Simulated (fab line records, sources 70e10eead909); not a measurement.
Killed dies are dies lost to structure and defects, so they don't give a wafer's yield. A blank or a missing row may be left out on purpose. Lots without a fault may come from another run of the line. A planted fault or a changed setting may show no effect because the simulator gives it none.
Chamber matching | flow nand_harc | NHARC_A_WL_FILL_STRIP_29 on rie_diel-09: 4 sister chambers
The step strips in O2, time 20 s. 8 wafers are shown with their chamber, then 7 later ones without.

WAFERS WITH THEIR CHAMBER
wafer  | chamber | showerhead_plenum_p_Torr (Torr) | oes_product_au (a.u.)
L079.2 | 3       | 3.69                            | 0.986
L079.5 | 1       | 3.49                            | 0.991
L080.6 | 0       | 3.40                            | 1.002
L087.1 | 1       | 3.49                            | 0.985
L087.2 | 2       | 3.37                            | 1.009
L087.3 | 3       | 3.68                            | 0.995
L086.1 | 0       | 3.39                            | 0.996
L086.3 | 2       | 3.37                            | 1.001

WAFERS WITHOUT THEIR CHAMBER
wafer  | showerhead_plenum_p_Torr (Torr) | oes_product_au (a.u.)
L086.4 | 3.49                            | 0.989
L091.2 | 3.68                            | 0.991
L091.3 | 3.49                            | 0.991
L091.4 | 3.37                            | 0.984
L093.1 | 3.39                            | 1.000
L093.2 | 3.49                            | 0.980
L093.5 | 3.39                            | 1.004

WHICH CHAMBER EACH WENT THROUGH
wafer  | from the rows above     | in truth
L086.4 | 1                       | 1
L091.2 | 3                       | 3
L091.3 | 1                       | 1
L091.4 | can't be placed: 2 or 0 | 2
L093.1 | 0                       | 0
L093.2 | 1                       | 1
L093.5 | 0                       | 0
Placed correctly: 6 of 7. Can't be placed from these rows: 1 (the true chamber is among the candidates in 1). Placed wrongly: 0.
How it was worked out, from the rows above alone: a wafer's distance from a chamber is the root of the sum, over the readings, of the square of ((its reading less the chamber's mean) divided by the reading's scatter). The wafer belongs to the nearest chamber; if the next one is less than 2 further off, it can't be placed. A chamber's mean is the mean of its shown wafers. The scatter: the root of (the sum of the squares of (reading less its chamber's mean) over the shown wafers, divided by (wafers less chambers)).
